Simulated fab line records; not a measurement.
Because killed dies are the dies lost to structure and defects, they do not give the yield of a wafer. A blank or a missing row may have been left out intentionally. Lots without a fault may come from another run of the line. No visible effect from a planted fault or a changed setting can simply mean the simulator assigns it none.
A lot that was struck, set against a sound lot + flow nand-harc + 14 steps out of a route of 1302
Sound: these wafers, L904.2, L904.4, L904.6. Wafers L912.2, L912.4, L912.6 were the ones struck. The cause is given at the end.
Each step with rows lists, per side, the tool, then ch with its chambers, then its first start. Under that, the readings that differ: sound wafers + struck wafers + difference of the means + sigmas: that difference in standard deviations of wafers without a fault.
alike: words and numbers the same on both sides, and readings whose means are apart by under 2 such deviations; not compared: readings that were withheld, readings missing a value for some wafer, numbers with overlapping values and no deviation given by the record, and bounds like >300 which may hide the same value.
The two part at a step that has a row with sigmas, a row that says differs or no value, or rows on one side only. When numbers do not overlap yet have no deviation, they are printed without sigmas and do not part them. A reading that every wafer of one side lacks parts them only if that side has two wafers or more.

NHARC_A_DECK1_JOINT_CMP_13: polishes, target thk 51.023 nm.
  sound on cmp-01 ch 1,2,3, day 14 11:15; struck on cmp-03 ch 0,1,2, day 17 10:41
  alike: edge-zone-pressure-frac, motor-current-A, retaining-ring-pressure-frac, time-to-endpoint-s
NHARC_A_DECK1_JOINT_THK_MEAS_14: measures by ellipsometry.
  struck on film-metro-01, day 17 10:55; sound on film-metro-02, day 14 11:29
  alike: thk-nm
following that, these wafers have no rows for 1 step: NHARC_A_DECK1_JOINT_SRD_04.
NHARC_A_DECK1_JOINT_ETCHBACK_00: etches the open film in HBr, target depth 30 nm, time 17.4 s.
  sound on rie-si-05 ch 0,2,3, day 14 11:38; struck on rie-si-06 ch 0,3, day 17 11:02
  alike: drypump-motor-current-A, oes-product-au, throttle-valve-pct
  not compared: rf-hours-counter-h
then, 8 steps without rows for these wafers: NHARC_A_DECK1_JOINT_PRECLEAN_30 (cleans in SC1); NHARC_A_DECK1_JOINT_SRD_31; NHARC_A_DECK1_JOINT_CVD_34 (deposits SiNx, target thk 20 nm); NHARC_A_DECK1_JOINT_DEP_06 (deposits SiOx, target thk 80 nm); NHARC_A_DECK1_JOINT_CURE_26 (time 32 s); NHARC_A_DECK1_JOINT_ANNEAL_27 (time 3600 s); NHARC_A_DECK1_JOINT_ANNEAL_28 (time 1800 s); NHARC_A_DECK1_JOINT_ANNEAL_29 (time 1800 s).
NHARC_A_DECK1_JOINT_CMP_02: polishes SiOx.
  sound on cmp-03 ch 0,1,2, day 15 10:53; struck on cmp-03 ch 0,1,2, day 18 11:37
  no value came back on the struck wafers for edge-zone-pressure-frac, motor-current-A (A), retaining-ring-pressure-frac; on the sound wafers edge-zone-pressure-frac reads 0.996 1.000 1.002
-- break in the record here, with 13 days between the starts of the struck wafers on either side (left off in module A_DECK1_JOINT, picked up again in module END, where the first step shown is number 1302 on the route) --
NHARC_END_SORT_01:
  the record has rows for the struck wafers here (prober-02 ch 0, day 31 02:49) and none for the sound ones

WHERE THEY PART
Last at NHARC_END_SORT_01 as far as this record goes, first at NHARC_A_DECK1_JOINT_CMP_02.

WHY: what had been put in by the simulator
At NHARC_A_DECK1_JOINT_CMP_02, the step was skipped entirely on cmp-03 from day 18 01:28 on. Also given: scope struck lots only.
